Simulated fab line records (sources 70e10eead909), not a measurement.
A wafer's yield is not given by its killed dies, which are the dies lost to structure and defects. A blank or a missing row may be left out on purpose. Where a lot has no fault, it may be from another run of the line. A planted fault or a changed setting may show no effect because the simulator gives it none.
fab line records	flow nand_harc
record lots=12	wafers=36	last_day=25
route steps=1159 shown P_STI@83 P_GATE@119 END@1159
lots that met no fault: from a run of the same line without faults
start_h: the number of hours between the record's first day and the start of the first shown wafer of the lot	wait_h: how many hours have passed since the lot's step before this one	" the same as in the row above	L1.1+2: one row covering several wafers at once	- no value, or no start given	* or withheld: withheld	< > ~ a bound
route shown NAME@n: NAME is a module with steps in the file, n the number in the route of the first one	usual: mean and standard deviation over wafers with no fault	same: alike in all rows	chamber/n: place in a boat	sites: readings site by site	_std_site: how widely they spread, as a standard deviation	_edge_site: outer sites' mean less inner sites'	radius_mm: for every site, how far away it sits from the centre of the wafer	mask NAME#n: copy n	behind: the last tool/chamber to shape the wafer	hold: why the lot was held/for how many hours/how that ended	device: names the non-switching transistor (n, p or np)	end of line: at the end of the route, the tests of the same wafers	a step without rows: its recipe alone	killed: not the wafer's yield, but the dies lost to structure and defects at the first sort	map: a wafer's dies, x killed, . not, _ none there
set.NAME: the setting the step ran with; set.NAME@STEP: the setting that earlier step ran with	model.NAME: the simulator's own value behind a step, which no gauge read
one table for each step of the route and one row for each wafer, over a sample of lots
services: from which hour (start_h, from the record's first day; less than 0 if before it) a tool's chamber was out of use, for how many hours, and why
## steps
# step NHARC_P_STI_CD_MEAS_09
# recipe target_cd_nm=200	landing_energy_ev=500
# usual cd_nm=200.6/2.4
lot.wafer	tool	chamber	start_h	wait_h	cd_nm
L125.1	cd_sem-03	0	37.18	-	200.3
L125.3	"	0	"	"	199.5
L125.6	"	0	"	"	200.8
L126.2	cd_sem-03	0	37.35	-	199.0
L126.3	"	0	"	"	196.9
L126.6	"	0	"	"	195.5
L128.1	cd_sem-03	0	51.48	-	202.9
L128.5	"	0	"	"	201.9
L128.6	"	0	"	"	202.6
L129.1	cd_sem-03	0	58.92	-	196.9
L129.4	"	0	"	"	200.5
L129.6	"	0	"	"	201.0
L130.1	cd_sem-03	0	66.42	-	202.6
L130.4	"	0	"	"	198.9
L130.6	"	0	"	"	200.3
L131.2	cd_sem-03	0	70.80	-	203.8
L131.4	"	0	"	"	204.0
L131.6	"	0	"	"	201.1
L134.1	cd_sem-01	0	90.58	-	200.1
L134.3	"	0	"	"	197.9
L134.6	"	0	"	"	196.0
L135.3	cd_sem-01	0	96.45	-	205.3
L135.5	"	0	"	"	203.3
L135.6	"	0	"	"	203.6
L136.3	cd_sem-03	0	102.03	-	201.5
L136.4	"	0	"	"	196.9
L136.5	"	0	"	"	201.1
L138.1	cd_sem-03	0	112.53	-	202.0
L138.2	"	0	"	"	202.0
L138.6	"	0	"	"	203.9
L145.3	cd_sem-02	0	156.76	-	198.9
L145.4	"	0	"	"	197.5
L145.6	"	0	"	"	196.8
L148.1	cd_sem-01	0	172.74	-	201.9
L148.3	"	0	"	"	204.7
L148.6	"	0	"	"	201.9
# step NHARC_P_GATE_EXPOSE_08
# recipe na=0.6	dose_mj=16.75	mask_id=P_HV
# usual reticle_temp_C=22.96/0.097
lot.wafer	tool	chamber	start_h	wait_h	mask	reticle_temp_C
L125.1	krf_scanner-04	0	75.91	-	P_HV#0	22.96
L125.3	"	0	"	"	P_HV#0	23.02
L125.6	"	0	"	"	P_HV#0	22.91
L126.2	krf_scanner-03	0	76.07	-	P_HV#0	22.93
L126.3	"	0	"	"	P_HV#0	22.96
L126.6	"	0	"	"	P_HV#0	23.00
L128.1	krf_scanner-02	0	89.44	-	P_HV#0	23.01
L128.5	"	0	"	"	P_HV#0	22.88
L128.6	"	0	"	"	P_HV#0	22.81
L129.1	krf_scanner-03	0	97.10	-	P_HV#0	22.86
L129.4	"	0	"	"	P_HV#0	22.89
L129.6	"	0	"	"	P_HV#0	23.15
L130.1	krf_scanner-02	0	102.76	-	P_HV#0	22.89
L130.4	"	0	"	"	P_HV#0	22.95
L130.6	"	0	"	"	P_HV#0	22.79
L131.2	krf_scanner-04	0	109.43	-	P_HV#0	22.90
L131.4	"	0	"	"	P_HV#0	22.96
L131.6	"	0	"	"	P_HV#0	22.87
L134.1	krf_scanner-03	0	127.86	-	P_HV#0	22.97
L134.3	"	0	"	"	P_HV#0	22.96
L134.6	"	0	"	"	P_HV#0	23.04
L135.3	krf_scanner-04	0	135.68	-	P_HV#0	22.98
L135.5	"	0	"	"	P_HV#0	23.12
L135.6	"	0	"	"	P_HV#0	22.92
L138.1	krf_scanner-04	0	150.30	-	P_HV#0	22.93
L138.2	"	0	"	"	P_HV#0	23.03
L138.6	"	0	"	"	P_HV#0	23.22
L136.3	krf_scanner-03	0	150.64	-	P_HVPW#0	22.82
L136.4	"	0	"	"	P_HVPW#0	22.90
L136.5	"	0	"	"	P_HVPW#0	22.87
L145.3	krf_scanner-03	0	194.12	-	P_HV#0	22.90
L145.4	"	0	"	"	P_HV#0	22.81
L145.6	"	0	"	"	P_HV#0	22.93
L148.1	krf_scanner-03	0	213.04	-	P_HV#0	23.01
L148.3	"	0	"	"	P_HV#0	22.92
L148.6	"	0	"	"	P_HV#0	23.02
# step NHARC_P_GATE_CD_MEAS_11
# recipe target_cd_nm=1640	landing_energy_ev=500
# usual cd_nm=1639.6/2.4
lot.wafer	tool	chamber	start_h	wait_h	cd_nm
L125.1	cd_sem-01	0	76.06	-	1642.7
L125.3	"	0	"	"	1642.7
L125.6	"	0	"	"	1641.2
L126.2	cd_sem-03	0	76.23	-	1639.5
L126.3	"	0	"	"	1640.0
L126.6	"	0	"	"	1638.4
L128.1	cd_sem-03	0	89.60	-	1645.0
L128.5	"	0	"	"	1644.5
L128.6	"	0	"	"	1643.0
L129.1	cd_sem-03	0	97.26	-	1636.3
L129.4	"	0	"	"	1638.6
L129.6	"	0	"	"	1640.5
L130.1	cd_sem-02	0	102.92	-	1640.4
L130.4	"	0	"	"	1637.5
L130.6	"	0	"	"	1640.9
L131.2	cd_sem-02	0	109.59	-	1639.3
L131.4	"	0	"	"	1638.9
L131.6	"	0	"	"	1641.7
L134.1	cd_sem-02	0	128.01	-	1642.1
L134.3	"	0	"	"	1638.9
L134.6	"	0	"	"	1639.3
L135.3	cd_sem-03	0	135.84	-	1635.1
L135.5	"	0	"	"	1638.2
L135.6	"	0	"	"	1639.2
L138.1	cd_sem-02	0	150.46	-	1641.4
L138.2	"	0	"	"	1638.9
L138.6	"	0	"	"	1641.6
L136.3	cd_sem-01	0	150.81	-	-
L136.4	"	0	"	"	-
L136.5	"	0	"	"	-
L145.3	cd_sem-03	0	194.27	-	1637.3
L145.4	"	0	"	"	1636.9
L145.6	"	0	"	"	1639.9
L148.1	cd_sem-01	0	213.20	-	1637.0
L148.3	"	0	"	"	1635.9
L148.6	"	0	"	"	1637.2
# step NHARC_P_GATE_DESCUM_31
# recipe time_s=3	o2_flow_sccm=200	ar_flow_sccm=0	bias_power_w=0	chemistry=O2
# usual drypump_motor_current_A=5.7/0.45	oes_product_au=0.998/0.0085	rf_vpp_V=57.7/0.94	showerhead_plenum_p_Torr=1.91/0.093	throttle_valve_pct=11.311/0.0093
lot.wafer	tool	chamber	start_h	wait_h	drypump_motor_current_A	oes_product_au	rf_hours_counter_h	rf_vpp_V	showerhead_plenum_p_Torr	throttle_valve_pct
L126.2	rie_diel-04	2	92.49	0.1	5.8	1.005	27	59.7	1.90	11.314
L126.3	"	3	"	"	5.1	1.001	28	58.0	1.83	11.304
L126.6	"	2	"	"	5.8	1.004	-	57.0	1.90	11.308
L125.1	rie_diel-13	1	92.65	0.1	5.3	1.014	57	58.0	1.83	11.313
L125.3	"	2	"	"	6.5	1.011	58	56.4	1.78	11.323
L125.6	"	1	"	"	5.3	1.011	-	57.0	1.83	11.325
L128.1	rie_diel-04	3	105.01	0.4	5.1	0.998	30	57.2	1.83	11.298
L128.5	"	1	"	"	5.4	0.996	-	59.7	2.05	11.317
L128.6	"	2	"	"	5.9	1.006	-	57.8	1.90	11.320
L129.4	rie_diel-06	1	113.33	0.1	6.5	0.994	11	57.8	2.02	11.314
L129.1	"	2	"	"	6.4	0.999	17	57.9	1.97	11.317
L129.6	"	1	"	"	6.5	0.996	-	59.4	2.02	11.307
L130.4	rie_diel-13	0	118.66	0.1	5.6	0.990	3	58.8	1.96	11.309
L130.1	"	2	"	"	6.5	1.006	3	55.9	1.78	11.314
L130.6	"	1	"	"	5.3	0.997	-	56.8	1.83	11.304
L131.4	rie_diel-13	3	127.08	0.1	5.4	0.997	5	56.3	1.79	11.298
L131.2	"	0	"	"	5.7	0.986	5	58.0	1.96	11.322
L131.6	"	3	"	"	5.4	0.991	-	56.4	1.79	11.304
L134.1	rie_diel-04	1	143.60	0.1	5.4	0.995	3	58.5	2.05	11.301
L134.3	"	3	"	"	5.1	1.003	3	56.7	1.83	11.300
L134.6	"	2	"	"	5.8	1.002	-	57.4	1.90	11.328
L135.3	rie_diel-04	3	149.75	0.1	5.1	1.001	4	56.5	1.83	11.315
L135.6	"	3	"	"	5.1	0.998	-	58.0	1.83	11.305
L135.5	"	0	"	"	5.8	1.003	-	57.0	1.96	11.316
L138.1	rie_diel-13	2	163.98	0.1	6.6	1.004	21	57.4	1.78	11.301
L138.2	"	0	"	"	5.6	0.982	19	58.1	1.96	11.300
L138.6	"	1	"	"	5.3	1.003	-	58.9	1.83	11.291
L136.4	rie_diel-06	2	164.75	0.1	6.4	1.010	35	59.4	1.97	11.326
L136.3	"	0	"	"	5.9	1.003	34	58.6	1.97	11.323
L136.5	"	3	"	"	6.3	1.006	-	57.9	1.79	11.302
L145.3	rie_diel-04	3	207.85	0.1	5.1	0.995	18	58.1	1.83	11.314
L145.4	"	2	"	"	5.8	0.998	16	58.4	1.89	11.309
L145.6	"	0	"	"	5.8	1.000	-	58.5	1.96	11.313
L148.3	rie_diel-04	3	228.86	0.1	5.1	0.978	22	58.0	1.82	11.309
L148.1	"	2	"	"	5.8	0.993	21	57.4	1.89	11.308
L148.6	"	3	"	"	5.1	1.001	-	58.2	1.82	11.299
# step NHARC_P_GATE_ETCH_104
# recipe target_depth_a=600	time_s=withheld	cf4_flow_sccm=100	chf3_flow_sccm=30	ar_flow_sccm=0	rf_w=500	bias_w=200	chemistry=CF4/CHF3
# usual drypump_motor_current_A=5.7/0.45	oes_product_au=0.949/0.019	rf_vpp_V=370.4/2.5	showerhead_plenum_p_Torr=1.57/0.071	throttle_valve_pct=16.801/0.0097
lot.wafer	tool	chamber	start_h	wait_h	drypump_motor_current_A	oes_product_au	rf_vpp_V	showerhead_plenum_p_Torr	throttle_valve_pct
L126.3	rie_diel-04	1	92.57	0.1	5.5	0.928	372.3	1.68	16.816
L126.2	"	0	"	"	5.8	0.944	372.4	1.61	16.809
L126.6	"	1	"	"	5.5	0.930	374.3	1.68	16.815
L125.1	rie_diel-13	3	92.74	0.1	5.4	0.949	367.9	1.48	16.786
L125.3	"	0	"	"	5.7	0.946	372.9	1.61	16.814
L125.6	"	3	"	"	5.4	0.947	367.9	1.48	16.792
L128.1	rie_diel-04	1	105.46	0.4	5.4	0.938	374.2	1.68	16.796
L128.5	"	1	"	"	5.4	0.932	373.3	1.68	16.786
L128.6	"	2	"	"	5.8	0.930	371.1	1.56	16.810
L129.1	rie_diel-06	1	113.41	0.1	6.5	0.959	371.8	1.66	16.793
L129.4	"	2	"	"	6.4	0.974	373.3	1.62	16.810
L129.6	"	3	"	"	6.3	0.980	367.8	1.48	16.816
L130.1	rie_diel-13	3	118.74	0.1	5.4	0.935	368.3	1.48	16.805
L130.4	"	0	"	"	5.6	0.939	370.5	1.61	16.800
L130.6	"	2	"	"	6.5	0.953	369.4	1.47	16.798
L131.2	rie_diel-13	1	127.29	0.2	5.3	0.945	369.4	1.51	16.801
L131.4	"	3	"	"	5.4	0.948	367.3	1.48	16.804
L131.6	"	1	"	"	5.3	0.947	368.2	1.51	16.805
L134.1	rie_diel-04	1	143.69	0.1	5.5	0.918	374.5	1.68	16.798
L134.3	"	2	"	"	5.8	0.924	369.7	1.56	16.790
L134.6	"	0	"	"	5.9	0.918	373.1	1.61	16.796
L135.3	rie_diel-04	3	149.84	0.1	5.1	0.924	367.4	1.51	16.806
L135.6	"	2	"	"	5.8	0.930	370.8	1.56	16.796
L135.5	"	3	"	"	5.1	0.917	367.8	1.51	16.796
L138.2	rie_diel-13	1	164.06	0.1	5.3	0.965	367.9	1.51	16.800
L138.1	"	2	"	"	6.5	0.971	368.2	1.47	16.799
L138.6	"	2	"	"	6.6	0.972	367.1	1.47	16.790
L136.3	rie_diel-06	0	164.84	0.1	5.9	0.983	373.1	1.62	16.780
L136.4	"	1	"	"	6.6	0.974	373.1	1.65	16.805
L136.5	"	1	"	"	6.5	0.976	372.1	1.65	16.806
L145.4	rie_diel-04	0	208.06	0.2	5.8	0.953	371.4	1.61	16.794
L145.3	"	2	"	"	5.8	0.951	370.1	1.56	16.800
L145.6	"	0	"	"	5.8	0.943	371.8	1.61	16.815
L148.3	rie_diel-04	0	228.94	0.1	5.9	0.927	372.4	1.61	16.804
L148.1	"	3	"	"	5.1	0.932	367.9	1.50	16.809
L148.6	"	1	"	"	5.4	0.921	372.3	1.68	16.801
# step NHARC_END_SORT_01
# recipe temp_c=25
# usual killed_at_array=26/11	killed_at_other=0.4/0.78	killed_at_periphery=3.4/2.4	killed_dies=29/11	killed_open=3.1/1.9	killed_short=1.9/1.4
# same gross_dies=677
lot.wafer	tool	chamber	start_h	wait_h	killed_at_array	killed_at_other	killed_at_periphery	killed_dies	killed_open	killed_short
L136.3	prober-01	0	538.20	3.1	37	0	640	677	4	2
L136.4	prober-01	0	539.00	3.4	16	0	661	677	3	1
L136.5	prober-01	0	539.81	3.7	31	0	646	677	3	3
# killed by level:class
L136.3 P_GATE:area_expose=640 A_SLIT:chamber_film_flake=19 A_CONTACT:chamber_film_flake=8 A_CHANNEL_HOLE_D1:chamber_film_flake=3 A_CONTACT:geometric_particle:open=2 A_SOURCE_PLATE:geometric_particle:open=1 A_CHANNEL_FILL_D1:geometric_particle:open=1 A_SGD_CUT:geometric_particle:short=1
L136.4 P_GATE:area_expose=654 A_CHANNEL_HOLE_D1:chamber_film_flake=4 A_SLIT:chamber_film_flake=4 A_CONTACT:chamber_film_flake=4 P_GATE:chamber_film_flake=3 A_CHANNEL_HOLE_D1:geometric_particle:open=2 P_STI:chamber_film_flake=2 P_M0:geometric_particle:short=1
L136.5 P_GATE:area_expose=645 A_SLIT:chamber_film_flake=10 A_CONTACT:chamber_film_flake=10 A_CHANNEL_HOLE_D1:chamber_film_flake=4 A_CONTACT:geometric_particle:open=2 A_CHANNEL_HOLE_D1:geometric_particle:short=1 A_WL_FILL:geometric_particle:open=1 A_WL_FILL:geometric_particle:short=1
## services
tool	chamber	start_h	hours	kind
rie_diel-06	-	64.27	9.0	pm
rie_diel-04	0	66.53	-	clean
rie_diel-04	1	66.53	-	clean
rie_diel-04	2	66.53	-	clean
rie_diel-04	3	66.53	-	clean
krf_scanner-02	-	70.69	2.5	repair
krf_scanner-02	-	73.32	5.2	repair
rie_diel-06	1	79.75	8.4	repair
rie_diel-04	0	91.03	-	clean
rie_diel-04	1	91.03	-	clean
rie_diel-04	2	91.03	-	clean
rie_diel-04	3	91.03	-	clean
rie_diel-13	-	99.08	9.0	pm
rie_diel-04	-	112.00	9.0	pm
krf_scanner-02	-	118.00	14.8	repair
krf_scanner-04	-	126.00	4.0	pm
krf_scanner-04	-	133.76	1.4	repair
krf_scanner-03	-	168.00	4.0	pm
krf_scanner-04	-	182.71	1.1	repair
rie_diel-06	3	190.61	4.7	repair
rie_diel-06	1	199.82	13.2	repair
krf_scanner-02	-	210.00	4.0	pm
rie_diel-04	-	212.19	0.4	repair
krf_scanner-02	-	222.25	0.3	repair
## key
first_sign step=NHARC_P_GATE_EXPOSE_08	reading=mask	direction=changed
effect step=NHARC_P_GATE_CD_MEAS_11	reading=cd_nm	direction=missing
effect step=NHARC_END_SORT_01	reading=killed_at_periphery	direction=up	sigmas=99+	usual=3.4	struck=649
more_kills_born_at NHARC_P_GATE_EXPOSE_08@krf_scanner-03=1939
met_at NHARC_P_GATE_EXPOSE_08
struck_lots L136
later_rows_left_out L136.3,L136.4,L136.5
tester_left_out L136
not_acting_at NHARC_P_STI_CD_MEAS_09,NHARC_P_GATE_DESCUM_31,NHARC_P_GATE_ETCH_104
onset_between 127.86 150.64
fault kind=wrong_mask	tool=any	chamber=-	onset_h=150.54	steps=NHARC_P_GATE_EXPOSE_08	aux_copy=P_HVPW#0	scope=struck_lots_only
# tester_left_out: of these lots the tester's yield and bins aren't shown, on N5 and GAA mostly nor the transistor test; their killed dies are dies lost to structure and defects alone, not to doping, threshold or leakage, so they don't give the yield
# later_rows_left_out: the simulator's readings of these wafers behind a module that went badly wrong aren't trusted and aren't shown, but for the sort
